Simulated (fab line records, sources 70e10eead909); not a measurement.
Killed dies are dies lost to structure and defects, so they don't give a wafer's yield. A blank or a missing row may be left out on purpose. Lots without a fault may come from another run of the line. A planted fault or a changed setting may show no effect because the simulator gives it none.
A struck lot beside a sound one | flow nand_harc | 12 steps out of a route of 1159
Sound: wafers L689.1, L689.5, L689.6. Struck: wafers L698.2, L698.4, L698.5. The cause comes at the end.
At each step with rows: each side's tool, then ch and its chambers, then its first start. Under that, the readings that differ: sound wafers | struck wafers | difference of the means | sigmas: that difference in standard deviations of wafers without a fault.
alike: readings whose means differ by less than 2 such deviations, and words and numbers that are the same on both sides. not compared: withheld readings, readings that some wafer has no value for, bounds like >300 that may hide the same value, and numbers for which the record gives no deviation and whose values overlap.
The two part at a step that has a row with sigmas, a row that says differs or no value, or rows on one side only. Numbers that don't overlap but have no deviation are shown without sigmas and don't part them. A reading that every wafer of one side lacks parts them only if that side has two wafers or more.

NHARC_A_STAIRCASE_DEP_322: deposits SiO2, target thk 3800 nm.
  sound on pecvd-01 ch 0,1,2, day 13 14:49; struck on pecvd-01 ch 0,1,2, day 16 08:28
  alike: heater_power_w
then, 1 step without rows for these wafers: NHARC_A_STAIRCASE_ANNEAL_323 (time 1800 s).
NHARC_A_STAIRCASE_DEP_325: deposits SiO2, target thk 3800 nm.
  sound on pecvd-01 ch 0,1, day 13 22:11; struck on pecvd-01 ch 1,2, day 16 15:32
  alike: heater_power_w
then, 6 steps without rows for these wafers: NHARC_A_STAIRCASE_ANNEAL_326 (time 1800 s); NHARC_A_STAIRCASE_DEHYDRATE_433 (time 120 s); NHARC_A_STAIRCASE_HMDS_434 (time 30 s); NHARC_A_STAIRCASE_COAT_435; NHARC_A_STAIRCASE_SOFTBAKE_436 (time 170 s); NHARC_A_STAIRCASE_EBR_437.
NHARC_A_STAIRCASE_EXPOSE_438: exposes mask STAIR REV.
  sound on krf_scanner-03 ch 0, day 14 06:58; struck on krf_scanner-01 ch 0, day 16 22:38
  reading              | sound             | struck            | difference | sigmas
  exposure_dose_mJ_cm2 | 28.94 28.98 28.92 | 41.48 41.45 41.44 | +12.51     | +99 or more
  alike: mask, stage_vel_mm_s
then, 1 step without rows for these wafers: NHARC_A_STAIRCASE_PEB_439 (peb time 130 s).
-- the record jumps here: 6 days lie between the struck wafers' starts before and after (it left off in module A_STAIRCASE and takes up again in module END, whose first step shown is number 1159 of the route) --
NHARC_END_SORT_01:
  sound on prober-01 ch 0, day 20 14:07; struck on prober-02 ch 0, day 23 03:58
  alike: killed_at_array, killed_at_other, killed_at_periphery, killed_dies, killed_open, killed_short

WHERE THEY PART
Only at NHARC_A_STAIRCASE_EXPOSE_438, within this record. Later steps at which nothing parts them and some readings are alike: NHARC_END_SORT_01.

WHY: what the simulator had put in
Process parameter drift: krf_scanner-01, from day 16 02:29 on, at NHARC_A_STAIRCASE_EXPOSE_438. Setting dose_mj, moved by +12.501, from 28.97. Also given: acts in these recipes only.
